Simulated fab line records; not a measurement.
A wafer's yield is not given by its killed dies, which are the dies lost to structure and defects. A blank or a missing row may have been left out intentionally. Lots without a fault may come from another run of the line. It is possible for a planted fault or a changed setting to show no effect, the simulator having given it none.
Matching of chambers -- flow nand-harc -- 4 sister chambers for NHARC_P_M0_STRIP_18 on rie-diel-05
The step strips in N2/H2. 14 wafers are shown with their chamber, then 7 later ones without.

EACH WAFER AND ITS CHAMBER
wafer,chamber,drypump-motor-current-A (A),showerhead-plenum-p-Torr (Torr),oes-product-au (a.u.)
L076.2,1,4.9,2.12,1.018
L076.4,2,5.7,1.92,1.004
L076.5,3,5.3,2.13,0.996
L078.1,0,6.0,1.95,0.984
L078.2,3,5.2,2.13,0.996
L078.3,1,4.9,2.12,1.011
L080.1,1,4.9,2.12,1.014
L080.2,3,5.3,2.12,1.003
L080.5,3,5.2,2.12,1.006
L083.2,0,6.0,1.95,0.996
L083.5,3,5.2,2.12,0.999
L083.6,2,5.7,1.92,0.998
L087.2,3,5.3,2.11,1.015
L087.3,0,6.0,1.94,1.007

SIGNATURES (averages over the wafers above)
reading,chamber 0,chamber 1,chamber 2,chamber 3,scatter within a chamber
drypump-motor-current-A,6.000,4.900,5.700,5.250,0.0387
showerhead-plenum-p-Torr,1.9467,2.1200,1.9200,2.1217,0.00592
oes-product-au,0.99567,1.01433,1.00100,1.00250,0.00757
Rule: a wafer's distance from a chamber is the root of the sum, over the readings, of the square of ((its reading less the chamber's mean) divided by the reading's scatter). The wafer belongs to the nearest chamber; if the next one is less than 2 further off, it can't be placed. How the scatter is found: for the shown wafers, subtract from each reading the mean of its chamber, square and add these, divide the total by (wafers less chambers), then take the root.

WAFERS MISSING THEIR CHAMBER
wafer,drypump-motor-current-A (A),showerhead-plenum-p-Torr (Torr),oes-product-au (a.u.)
L087.5,4.9,2.11,1.007
L088.1,5.3,2.11,1.001
L088.2,4.9,2.11,1.001
L088.4,6.0,1.94,1.005
L095.3,5.7,1.90,1.003
L095.5,5.7,1.90,1.014
L095.6,5.2,2.11,1.019

THE CHAMBER EACH PASSED THROUGH
wafer,from the rows above,in truth
L087.5,1,1
L088.1,3,3
L088.2,1,1
L088.4,0,0
L095.3,2,2
L095.5,2,2
L095.6,3,3
Placed correctly: 7 of 7. Can't be placed from these rows: 0. 0 placed wrongly.
